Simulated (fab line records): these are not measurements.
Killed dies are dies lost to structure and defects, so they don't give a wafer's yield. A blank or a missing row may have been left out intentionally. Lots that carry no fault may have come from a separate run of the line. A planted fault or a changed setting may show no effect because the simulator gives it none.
Problem report, 8D (eight disciplines) form, completed by code / flow nand harc / the parts of the form that need people (team, actions taken, sign-off) are left out

== 1. PROBLEM STATEMENT ==
raw defect count at NHARC_THIN_TSV_INSPECT_40 reads a mean of 1219 on 1 wafer of 1 lot; wafers without a fault read 545 with a standard deviation of 92. Measured from the usual mean, that is +7.3 standard deviations.
Seen first at day 28 17:14 on defect inspect-02, wafer L320.2. Wafers with a number at this step in the record: 33, from 11 lots. Rule for "out" (also "out of limits"): further than 4 standard deviations from the usual mean. The other wafers with a number count as sound.

== 2. WHAT THIS IS AND IS NOT ==
question=which readings at this step | is=raw defect count | is not=-
question=which lots | is=L320 | is not=L310, L312, L313, L315, L327, L328, L329, L330, L331, L332
question=which wafers of those lots | is=L320.2 | is not=L320.1, L320.3
question=read on which gauges | is=defect inspect-02 | is not=defect inspect-01
question=when | is=from day 28 17:14 | is not=up to then (14 sound wafers); but 18 sound wafers of L327, L328, L329, L330, L331, L332 came after

== 3. WHAT RULES OUT EACH SUSPECT ==
Counting: if a tool at a process step up to the reading ran every lot that is out, it stays a suspect. Sound lots after the first of them don't rule it out here, since some wafers of a struck lot are sound.
- the gauge at NHARC_THIN_TSV_INSPECT_40: ruled out. All the wafers that are out were read on defect inspect-02, but those of them that NHARC_END_SORT_01 has rows for are out there too, on other tools.
- rie diel-09 at NHARC_THIN_TSV_DESCUM_14 (chemistry O2, time 3 s): kept. The lot that is out, L320, ran on it at day 28 06:34; the last sound lot it ran before that was L313, at day 25 13:40.
- pvd sputter-03 at NHARC_THIN_TSV_PRE_CLEAN_50 (time 30 s): kept. The lot that is out, L320, ran on it at day 28 12:49; the last sound lot it ran before that was L315, at day 26 06:58. Because NHARC_THIN_TSV_PRE_CLEAN_50 lacks a start for some lots, the hours and order of its lots are taken from NHARC_THIN_TSV_ETCH_59.
- rie metal-02 at NHARC_THIN_TSV_ETCH_59 (etches the open film in Cl2/BCl3, target depth 880 nm, time 138.1 s): kept. The lot that is out, L320, ran on it at day 28 12:49; the last sound lot it ran before that was L315, at day 26 06:58.
- Within rie diel-09 at NHARC_THIN_TSV_DESCUM_14: the wafers that are out ran in chamber 3; their sound lot-mates ran in chambers 0, 2.
- Within rie metal-02 at NHARC_THIN_TSV_ETCH_59: the wafers that are out ran in chamber 1; their sound lot-mates ran in chamber 0.
Left after counting: rie diel-09 at NHARC_THIN_TSV_DESCUM_14, pvd sputter-03 at NHARC_THIN_TSV_PRE_CLEAN_50, rie metal-02 at NHARC_THIN_TSV_ETCH_59.

== 4. THE CAUSE (what the simulator had put in) ==
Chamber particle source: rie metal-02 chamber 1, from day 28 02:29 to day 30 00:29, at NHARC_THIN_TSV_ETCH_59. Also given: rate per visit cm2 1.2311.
After counting, 3 suspects remain, this tool included.

== 5. SEQUENCE OF EFFECTS, ordered by route ==
Each row: a reading whose mean over the struck wafers that have a number lies more than 3 standard deviations from the usual. Scope: only readings with a usual standard deviation given in the record; hours: median across lots of the time from each lot's start at the first step in this table that gives one to its start at this step; sigmas: change in usual standard deviations.
hours=0; step=NHARC_THIN_TSV_INSPECT_40; reading=raw defect count; usual=545; on struck wafers=1219; change=+674; sigmas=+7.3
hours=14; step=NHARC_END_SORT_01; reading=defect limited yield; usual=92.0 %; on struck wafers=81.1; change=-10.9; sigmas=-4.2
hours=14; step=NHARC_END_SORT_01; reading=killed at other; usual=0.8; on struck wafers=102.0; change=+101.2; sigmas=+99 or more
hours=14; step=NHARC_END_SORT_01; reading=killed dies; usual=54; on struck wafers=128; change=+74; sigmas=+4.1
hours=14; step=NHARC_END_SORT_01; reading=sort_bin_2_pct; usual=2.8 %; on struck wafers=8.6; change=+5.8; sigmas=+4.8
hours=14; step=NHARC_END_SORT_01; reading=sort_bin_3_pct; usual=0.6 %; on struck wafers=4.1; change=+3.5; sigmas=+9.5
hours=14; step=NHARC_END_SORT_01; reading=sort n pass; usual=623; on struck wafers=549; change=-74; sigmas=-4.1
hours=14; step=NHARC_END_SORT_01; reading=sort yield pct; usual=92.0 %; on struck wafers=81.1; change=-10.9; sigmas=-4.2

== 6. HOW IT WOULD HAVE BEEN CAUGHT EARLIER ==
Counted from the fault's start at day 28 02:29, it took 15 hours until the first out-of-limits reading at a measuring or inspecting step in this record, taken at day 28 17:14.
Tool readings at NHARC_THIN_TSV_ETCH_59 with a usual standard deviation given in the record: none out on any struck wafer, hence no alarm at a limit of 4 standard deviations on them.
By day 28 17:14 the whole set of lots that are out, 1 in number, had already begun NHARC_THIN_TSV_ETCH_59 on rie metal-02. Tool hold at that time: it would have spared none of them.
